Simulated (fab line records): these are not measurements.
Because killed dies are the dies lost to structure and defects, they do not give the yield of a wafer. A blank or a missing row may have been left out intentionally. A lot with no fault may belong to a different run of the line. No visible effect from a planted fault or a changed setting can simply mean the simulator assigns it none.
Which tool is to blame?    flow n5_finfet    42 wafers from 14 lots sampled at 6 of the route's 1938 steps

== WHAT EACH GAUGE READ, for each wafer ==
N5_BEOL_M4_RC_MEAS_101. Usual: DIBL_N 36.8 mV/V, standard deviation 1.9; DIBL_P 36.5 mV/V, standard deviation 2.1; IOFF_N 0.17 nA/um, standard deviation 0.038; IOFF_P 0.22 nA/um, standard deviation 0.039; ION_N 675 uA/um, standard deviation 12; ION_P 463 uA/um, standard deviation 7.4; SS_N 71.6 mV/dec, standard deviation 0.71; SS_P 73.4 mV/dec, standard deviation 0.72; VT_N 249 mV, standard deviation 3.3; VT_P -250 mV, standard deviation 3.3.
lot   measured      on         DIBL_N (mV/V)   DIBL_P (mV/V)   IOFF_N (nA/um)  IOFF_P (nA/um)  ION_N (uA/um)  ION_P (uA/um)  SS_N (mV/dec)   SS_P (mV/dec)   VT_N (mV)    VT_P (mV)       flag
L385  day 8 08:25   prober-01  34.7 39.9 35.7  34.3 40.0 34.5  0.12 0.21 0.12  0.16 0.24 0.16  657 680 656    453 459 450    71.0 72.7 70.9  72.6 74.3 72.9  251 249 252  -256 -252 -256  
L386  day 8 19:52   prober-01  35.5 37.5 36.2  34.9 37.1 35.7  0.16 0.19 0.16  0.21 0.25 0.21  679 686 690    461 467 466    71.2 71.8 71.1  73.1 72.9 73.1  246 245 247  -249 -244 -245  
L387  day 9 03:04   prober-02  37.8 36.4 37.7  37.4 36.3 38.7  0.19 0.17 0.19  0.25 0.23 0.27  672 678 684    461 465 472    71.9 71.3 71.3  73.3 73.2 73.7  248 248 242  -249 -247 -244  
L390  day 9 11:34   prober-02  40.9 39.9 36.8  40.5 40.0 35.5  0.23 0.24 0.16  0.29 0.31 0.21  690 705 678    470 486 468    72.9 72.0 70.9  75.1 74.4 73.7  247 241 249  -247 -244 -250  
L391  day 10 21:26  prober-02  33.6 36.5 37.0  33.0 35.9 37.0  0.12 0.16 0.17  0.16 0.20 0.21  654 667 657    458 456 452    70.5 71.6 71.3  72.4 73.9 74.4  253 250 249  -254 -252 -250  
L392  day 10 15:36  prober-02  37.4 37.9 38.2  38.5 39.4 38.4  0.18 0.20 0.18  0.24 0.28 0.24  667 668 667    460 461 463    70.8 72.4 72.5  74.2 74.2 73.4  248 249 249  -250 -246 -247  
L393  day 10 19:06  prober-02  39.0 38.3 37.9  39.6 36.4 38.0  0.23 0.20 0.19  0.31 0.22 0.25  690 682 688    478 459 473    72.3 71.7 71.8  73.2 72.7 73.6  242 248 246  -245 -250 -247  
L394  day 10 14:47  prober-01  36.0 35.7 35.4  36.5 35.2 34.8  0.19 0.16 0.15  0.24 0.21 0.20  684 659 659    467 457 457    72.3 72.1 71.8  73.6 73.2 72.9  247 252 250  -248 -250 -248  
L395  day 11 02:55  prober-01  35.7 35.9 39.1  34.8 34.8 37.4  0.14 0.14 0.20  0.19 0.19 0.22  659 673 669    456 462 454    70.9 70.7 72.3  72.4 73.1 73.4  254 251 249  -251 -251 -250  
L396  day 11 05:40  prober-01  37.2 37.3 34.9  36.3 36.5 34.8  0.16 0.17 0.13  0.21 0.23 0.19  664 686 672    460 469 464    71.0 71.1 70.8  73.0 73.7 72.8  251 248 252  -248 -248 -250  
L407  day 15 01:47  prober-02  38.5 41.7 36.9  38.1 40.6 34.9  0.20 0.28 0.16  0.25 0.31 0.20  698 685 680    472 470 465    72.2 72.6 71.7  73.8 74.5 73.5  244 242 250  -247 -245 -251  
L408  day 14 21:04  prober-01  36.3 36.0 35.1  35.6 34.3 33.1  0.14 0.12 0.12  0.21 0.19 0.18  661 661 654    463 462 457    71.8 70.5 70.5  72.3 72.2 72.3  252 254 254  -248 -251 -250  

== WHAT TOOL EACH LOT RAN ON (gives the tool, then ch and the chambers of the sampled wafers, and finally the start) ==
lot   N5_FIN_CUT_DESCUM_13               N5_FIN_CUT_ETCH_21                 N5_STI_FIN_REVEAL_OXIDATION_33       N5_DUMMY_GATE_CVD_03                       N5_DUMMY_GATE_CMP_04
L385  rie_diel-02 ch 0,3, day 2 03:21    rie_diel-02 ch 0,3, day 2 03:26    plasma_asher-02 ch 0,1, day 2 13:03  lpcvd-02 ch 0/65,0/70,0/89, day 2 13:32    cmp-02 ch 2,3, day 2 17:16
L386  rie_diel-06 ch 0,1,3, day 2 11:20  rie_diel-06 ch 0,1,3, day 2 11:25  plasma_asher-02 ch 1, day 2 23:33    lpcvd-01 ch 1/100,1/109,1/95, day 3 00:47  cmp-01 ch 1,2, day 3 04:32
L387  rie_diel-05 ch 0,1,3, day 2 16:16  rie_diel-05 ch 0,1,3, day 2 16:22  plasma_asher-01 ch 0,1, day 3 02:59  lpcvd-02 ch 1/75,1/79,1/84, day 3 03:33    cmp-04 ch 1,2,3, day 3 09:09
L390  rie_diel-02 ch 2,3, day 3 10:08    rie_diel-02 ch 2,3, day 3 10:13    plasma_asher-01 ch 0,1, day 3 20:08  lpcvd-02 ch 1/100,1/104,1/90, day 3 20:37  cmp-02 ch 0,2,3, day 4 00:22
L391  rie_diel-02 ch 2,3, day 3 16:11    rie_diel-02 ch 2,3, day 3 16:17    plasma_asher-02 ch 0,1, day 4 01:50  lpcvd-02 ch 1/75,1/79,1/84, day 4 02:17    cmp-01 ch 0,2,3, day 4 06:05
L392  rie_diel-02 ch 0,1,2, day 3 22:42  rie_diel-02 ch 0,1,2, day 3 22:47  plasma_asher-02 ch 0,1, day 4 08:29  lpcvd-02 ch 1/79,1/84,1/89, day 4 09:16    cmp-04 ch 0,3, day 4 13:04
L393  rie_diel-02 ch 0,1,2, day 4 03:27  rie_diel-02 ch 0,1,2, day 4 03:32  plasma_asher-01 ch 0,1, day 4 12:52  lpcvd-01 ch 1/40,1/45,1/54, day 4 13:21    cmp-01 ch 0,2,3, day 4 17:07
L394  rie_diel-05 ch 0,1,3, day 4 12:27  rie_diel-05 ch 0,1,3, day 4 12:32  plasma_asher-02 ch 0,1, day 4 22:10  lpcvd-02 ch 0/104,0/109,0/90, day 4 23:41  cmp-04 ch 2,3, day 5 03:25
L395  rie_diel-02 ch 0,3, day 4 16:07    rie_diel-02 ch 0,3, day 4 16:12    plasma_asher-02 ch 0,1, day 5 02:09  lpcvd-02 ch 1/54,1/59,1/64, day 5 03:54    cmp-04 ch 0,2,3, day 5 07:42
L396  rie_diel-06 ch 0,1, day 4 21:49    rie_diel-06 ch 0,1, day 4 21:55    plasma_asher-02 ch 0,1, day 5 08:10  lpcvd-01 ch 0/40,0/45,0/64, day 5 08:40    cmp-01 ch 0,1,2, day 5 14:13
L404  rie_diel-06 ch 1,2,3, day 6 21:15  rie_diel-06 ch 1,2,3, day 6 21:20  plasma_asher-02 ch 0,1, day 7 06:53  lpcvd-01 ch 1/15,1/20,1/29, day 7 07:35    cmp-04 ch 1,2,3, day 7 11:20
L405  rie_diel-02 ch 1,2,3, day 7 02:35  rie_diel-02 ch 1,2,3, day 7 02:40  plasma_asher-02 ch 0,1, day 7 12:25  lpcvd-01 ch 1/45,1/50,1/54, day 7 12:55    cmp-02 ch 0,2,3, day 7 16:41
L407  rie_diel-05 ch 1,3, day 7 15:42    rie_diel-05 ch 1,3, day 7 15:47    plasma_asher-02 ch 0,1, day 8 01:32  lpcvd-01 ch 0/20,0/25,0/34, day 8 03:03    cmp-04 ch 0,1,3, day 8 06:51
L408  rie_diel-05 ch 1,2,3, day 7 21:04  rie_diel-05 ch 1,2,3, day 7 21:09  plasma_asher-02 ch 0, day 8 06:33    lpcvd-01 ch 0/104,0/114,0/95, day 8 07:22  cmp-02 ch 0,2, day 8 11:06
- N5_FIN_CUT_DESCUM_13: chemistry O2, time 7 s.
- N5_FIN_CUT_ETCH_21: etches SOC in N2/H2, target depth 219 nm, overetch 43.8 nm, time 523.5 s.
- N5_STI_FIN_REVEAL_OXIDATION_33: chemistry O2 PLASMA REMOTE, time 20 s.
- N5_DUMMY_GATE_CVD_03: deposits a-Si from SiH4, target thk 150 nm, time 8042 s.
- N5_DUMMY_GATE_CMP_04: polishes a-Si.

== AS READ BY THE TOOLS THEMSELVES (means over the sampled wafers that have a number; for cases with no such wafer, the mark the record gives instead) ==
N5_FIN_CUT_DESCUM_13. Usual: drypump_motor_current_A 6.0 A (standard deviation 0.48); o2_flow_sccm 224.9 sccm (standard deviation 0.71); oes_product_au 0.76 a.u. (standard deviation 0.059); rf_vpp_V 242.9 V (standard deviation 1.3); showerhead_plenum_p_Torr 2.09 Torr (standard deviation 0.064); temp_c 40.02 C (standard deviation 0.11); throttle_valve_pct 20.47 % (standard deviation 0.17).
lot   tool         drypump_motor_current_A (A)  o2_flow_sccm (sccm)  oes_product_au (a.u.)  rf_vpp_V (V)  showerhead_plenum_p_Torr (Torr)  temp_c (C)  throttle_valve_pct (%)  flag
L385  rie_diel-02  6.5                          224.6                0.82                   242.8         2.06                             40.02       20.59                   
L386  rie_diel-06  5.9                          225.0                0.76                   242.7         2.13                             39.95       20.43                   
L387  rie_diel-05  5.6                          224.6                0.75                   243.2         2.08                             39.96       20.43                   
L390  rie_diel-02  6.1                          225.6                0.78                   242.2         2.06                             40.11       20.46                   
L391  rie_diel-02  6.1                          225.0                0.76                   242.6         2.06                             40.03       20.46                   
L392  rie_diel-02  6.0                          224.8                0.74                   243.4         2.12                             40.17       20.51                   
L393  rie_diel-02  6.0                          225.1                0.74                   244.3         2.12                             39.95       20.51                   
L394  rie_diel-05  5.6                          225.3                0.73                   242.7         2.08                             40.03       20.43                   
L395  rie_diel-02  6.5                          224.6                0.78                   242.2         2.08                             40.07       20.65                   
L396  rie_diel-06  6.2                          225.6                0.90                   243.5         2.11                             40.12       20.15                   
L404  rie_diel-06  6.0                          224.6                0.73                   242.2         2.07                             40.06       20.49                   
L405  rie_diel-02  6.0                          225.2                0.74                   242.8         2.09                             40.01       20.51                   
L407  rie_diel-05  5.4                          224.0                0.73                   242.4         2.05                             40.01       20.49                   
L408  rie_diel-05  5.9                          225.3                0.72                   242.6         2.05                             40.03       20.49                   

N5_FIN_CUT_ETCH_21. Usual: drypump_motor_current_A 6.0 A, standard deviation 0.48; oes_product_au 0.70 a.u., standard deviation 0.052; rf_vpp_V 240.7 V, standard deviation 1.3; showerhead_plenum_p_Torr 2.54 Torr, standard deviation 0.072; temp_c 40.01 C, standard deviation 0.11; throttle_valve_pct 17.87 %, standard deviation 0.17.
lot   tool         drypump_motor_current_A (A)  oes_product_au (a.u.)  rf_vpp_V (V)  showerhead_plenum_p_Torr (Torr)  temp_c (C)  throttle_valve_pct (%)  flag
L385  rie_diel-02  6.5                          0.76                   240.5         2.51                             40.00       18.00                   
L386  rie_diel-06  5.9                          0.70                   241.4         2.58                             40.10       17.81                   
L387  rie_diel-05  5.6                          0.68                   240.7         2.53                             39.97       17.90                   
L390  rie_diel-02  6.1                          0.70                   240.5         2.52                             40.09       17.89                   
L391  rie_diel-02  6.1                          0.70                   240.8         2.52                             40.05       17.88                   
L392  rie_diel-02  6.0                          0.69                   241.6         2.58                             40.13       17.89                   
L393  rie_diel-02  6.0                          0.68                   240.9         2.58                             39.96       17.90                   
L394  rie_diel-05  5.6                          0.67                   240.6         2.53                             39.90       17.92                   
L395  rie_diel-02  6.6                          0.72                   240.8         2.53                             40.04       18.05                   
L396  rie_diel-06  6.2                          0.82                   240.8         2.55                             39.93       17.56                   
L404  rie_diel-06  6.0                          0.69                   240.0         2.51                             40.06       17.83                   
L405  rie_diel-02  6.0                          0.69                   240.4         2.54                             40.00       17.94                   
L407  rie_diel-05  5.4                          0.68                   239.7         2.49                             39.97       17.94                   
L408  rie_diel-05  5.9                          0.66                   239.4         2.49                             40.11       17.95                   

N5_STI_FIN_REVEAL_OXIDATION_33. Usual: drypump_motor_current_A 6.1 A, standard deviation 0.57; heater_power_w 149 W, standard deviation 11; o2_flow_sccm 2999 sccm, standard deviation 8.7; temp_c 149.97 C, standard deviation 0.13.
lot   tool             drypump_motor_current_A (A)  heater_power_w (W)  o2_flow_sccm (sccm)  temp_c (C)  flag
L385  plasma_asher-02  6.0                          157                 2989                 150.03      
L386  plasma_asher-02  6.7                          152                 2988                 149.82      
L387  plasma_asher-01  5.7                          136                 2995                 149.88      
L390  plasma_asher-01  5.7                          134                 3013                 149.93      
L391  plasma_asher-02  6.0                          154                 2997                 150.01      
L392  plasma_asher-02  6.0                          158                 3004                 149.98      
L393  plasma_asher-01  6.1                          139                 2992                 150.09      
L394  plasma_asher-02  6.0                          156                 2996                 149.98      
L395  plasma_asher-02  6.4                          156                 2992                 150.09      
L396  plasma_asher-02  6.0                          155                 2994                 150.02      
L404  plasma_asher-02  6.0                          155                 2995                 150.04      
L405  plasma_asher-02  6.0                          152                 3005                 149.89      
L407  plasma_asher-02  6.0                          156                 3004                 150.08      
L408  plasma_asher-02  5.6                          157                 2996                 149.93      

N5_DUMMY_GATE_CVD_03. Usual: spike_tc_bottom_C 555 C, standard deviation 3.5; spike_tc_centre_C 529.9 C, standard deviation 0.48; spike_tc_lower_C 530.4 C, standard deviation 1; spike_tc_top_C 552.8 C, standard deviation 1.7; spike_tc_upper_C 529.6 C, standard deviation 0.96; susceptor_temp_C 529.98 C, standard deviation 0.21.
lot   tool      spike_tc_bottom_C (C)  spike_tc_centre_C (C)  spike_tc_lower_C (C)  spike_tc_top_C (C)  spike_tc_upper_C (C)  susceptor_temp_C (C)  flag
L385  lpcvd-02  554                    529.2                  530.6                 550.4               530.5                 530.17                
L386  lpcvd-01  551                    529.7                  530.7                 555.1               529.7                 529.84                
L387  lpcvd-02  558                    530.4                  528.7                 550.4               530.6                 529.98                
L390  lpcvd-02  558                    530.4                  528.6                 550.9               530.4                 530.04                
L391  lpcvd-02  557                    530.3                  528.6                 551.1               530.9                 530.15                
L392  lpcvd-02  558                    530.3                  529.2                 551.1               530.0                 529.79                
L393  lpcvd-01  552                    529.6                  531.4                 554.2               528.8                 529.86                
L394  lpcvd-02  554                    529.7                  530.3                 551.1               530.9                 530.09                
L395  lpcvd-02  557                    530.2                  528.4                 550.9               530.7                 530.00                
L396  lpcvd-01  559                    529.3                  530.7                 553.5               528.3                 530.27                
L404  lpcvd-01  531                    510.3                  511.3                 535.7               509.6                 510.10                OFF
L405  lpcvd-01  531                    510.7                  510.3                 535.2               509.6                 509.75                OFF
L407  lpcvd-01  559                    529.9                  531.0                 552.9               529.2                 530.38                
L408  lpcvd-01  558                    529.5                  531.6                 552.8               527.8                 529.83                

N5_DUMMY_GATE_CMP_04. Usual: edge_zone_pressure_frac 1.000, standard deviation 0.0055; motor_current_A 9.6 A, standard deviation 1.3; time_to_endpoint_s 13.8 s, standard deviation 2.4.
lot   tool    edge_zone_pressure_frac  motor_current_A (A)  time_to_endpoint_s (s)  flag
L385  cmp-02  0.997                    9.9                  13.4                    
L386  cmp-01  0.993                    9.8                  14.5                    
L387  cmp-04  0.997                    9.4                  14.7                    
L390  cmp-02  1.006                    9.8                  16.5                    
L391  cmp-01  1.000                    10.3                 12.7                    
L392  cmp-04  1.005                    8.2                  14.5                    
L393  cmp-01  0.999                    10.1                 13.7                    
L394  cmp-04  0.994                    10.5                 13.7                    
L395  cmp-04  0.998                    9.6                  13.7                    
L396  cmp-01  0.999                    10.3                 13.4                    
L404  cmp-04  1.007                    9.3                  0.9                     OFF
L405  cmp-02  1.003                    9.3                  3.0                     OFF
L407  cmp-04  0.999                    8.8                  12.6                    
L408  cmp-02  0.995                    8.2                  11.6                    

== THE ANSWER, worked out from the rows above alone ==
Rule: a lot is off if the mean of its wafers that have a number lies more than 3 standard deviations from the usual mean. Also off: a lot with no number at a reading for which 4 or more lots have one. Any other lot the step has rows for is counted as sound. The gauges are gone through in route order, then the tools' own readings, and for those a lot's mean is taken as printed above. At the first step where some lot is off, the reading lying furthest off is the one used; lots without a number count as furthest.
Off, at N5_DUMMY_GATE_CVD_03 on susceptor_temp_C: L404, L405.
A tool fits if, at that step or a process step before it, it ran every lot that is off, and no sound lot after the first of them. None of those tried fits.

== WHAT HAD BEEN PUT IN BY THE SIMULATOR ==
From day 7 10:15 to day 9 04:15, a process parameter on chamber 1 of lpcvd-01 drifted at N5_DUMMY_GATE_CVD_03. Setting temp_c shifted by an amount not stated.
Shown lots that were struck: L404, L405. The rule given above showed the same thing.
